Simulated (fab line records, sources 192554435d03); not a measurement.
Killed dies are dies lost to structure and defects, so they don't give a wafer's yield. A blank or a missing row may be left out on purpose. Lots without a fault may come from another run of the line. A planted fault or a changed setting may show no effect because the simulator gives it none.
Chamber matching | flow n5_finfet | N5_BEOL_M2_PECVD_72 on pecvd-03: 3 sister chambers
The step deposits SiO2 from TEOS/O2, target thk 16 nm, time 18 s. 6 wafers are shown with their chamber, then 10 later ones without.

WAFERS WITH THEIR CHAMBER
wafer  | chamber | throttle_valve_pct (%) | heater_power_outer_w (W)
L079.3 | 2       | 21.5                   | 337
L081.5 | 2       | 21.3                   | 406
L086.1 | 0       | 23.5                   | 432
L086.4 | 1       | 23.2                   | 372
L090.3 | 1       | 23.2                   | 378
L090.4 | 0       | 23.3                   | 450

WAFERS WITHOUT THEIR CHAMBER
wafer  | throttle_valve_pct (%) | heater_power_outer_w (W)
L090.6 | 23.1                   | 386
L091.2 | 23.4                   | 471
L091.3 | 23.0                   | 382
L091.5 | 20.6                   | 367
L093.4 | 23.4                   | 449
L093.5 | 23.0                   | 351
L093.6 | 20.3                   | 421
L097.1 | 20.5                   | 412
L097.3 | 23.4                   | 381
L097.5 | 23.0                   | 390

WHICH CHAMBER EACH WENT THROUGH
wafer  | from the rows above     | in truth
L090.6 | 1                       | 1
L091.2 | 0                       | 0
L091.3 | 1                       | 1
L091.5 | 2                       | 2
L093.4 | 0                       | 0
L093.5 | 1                       | 1
L093.6 | 2                       | 2
L097.1 | 2                       | 2
L097.3 | can't be placed: 1 or 0 | 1
L097.5 | 1                       | 1
Placed correctly: 9 of 10. Can't be placed from these rows: 1 (the true chamber is among the candidates in 1). Placed wrongly: 0.
How it was worked out, from the rows above alone: a wafer's distance from a chamber is the root of the sum, over the readings, of the square of ((its reading less the chamber's mean) divided by the reading's scatter). The wafer belongs to the nearest chamber; if the next one is less than 2 further off, it can't be placed. A chamber's mean is the mean of its shown wafers. The scatter: the root of (the sum of the squares of (reading less its chamber's mean) over the shown wafers, divided by (wafers less chambers)).
